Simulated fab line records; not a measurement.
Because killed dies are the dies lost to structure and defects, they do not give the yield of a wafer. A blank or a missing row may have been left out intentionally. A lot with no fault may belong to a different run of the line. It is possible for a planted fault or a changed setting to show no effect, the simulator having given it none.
Chamber matching + flow n5-finfet + N5_HKMG_FIN_STRIP_89 on rie-diel-01: 4 sister chambers
The step strips SOC in N2/H2, time 20 s. 4 wafers are shown with their chamber, then 8 later ones without.

WAFERS PAIRED WITH THEIR CHAMBERS
| wafer  | chamber | showerhead-plenum-p-Torr (Torr) |
|--------|---------|---------------------------------|
| L084.2 | 1       | 3.16                            |
| L085.3 | 0       | 3.52                            |
| L085.6 | 3       | 3.44                            |
| L088.1 | 2       | 3.58                            |

WAFERS WITHOUT THEIR CHAMBER
| wafer  | showerhead-plenum-p-Torr (Torr) |
|--------|---------------------------------|
| L088.4 | 3.44                            |
| L088.5 | 3.15                            |
| L092.3 | 3.57                            |
| L092.4 | 3.15                            |
| L092.6 | 3.57                            |
| L096.1 | 3.44                            |
| L096.5 | 3.50                            |
| L096.6 | 3.57                            |

THE CHAMBER EACH PASSED THROUGH
| wafer  | from the rows above | in truth |
|--------|---------------------|----------|
| L088.4 | 3                   | 3        |
| L088.5 | 1                   | 1        |
| L092.3 | 2                   | 2        |
| L092.4 | 1                   | 1        |
| L092.6 | 2                   | 2        |
| L096.1 | 3                   | 3        |
| L096.5 | 0                   | 0        |
| L096.6 | 2                   | 2        |
Correct placement for 8 of the 8. From these rows, 0 cannot be placed. 0 placed wrongly.
How it was worked out, from the rows above alone: a wafer's distance from a chamber is the root of the sum, over the readings, of the square of ((its reading less the chamber's mean) divided by the reading's scatter). The wafer belongs to the nearest chamber; if the next one is less than 2 further off, it can't be placed. A chamber's mean is the mean of its shown wafers. The scatter: with one shown wafer a chamber, the root of the mean of the squares of how far each hidden wafer lies from its nearest shown one.
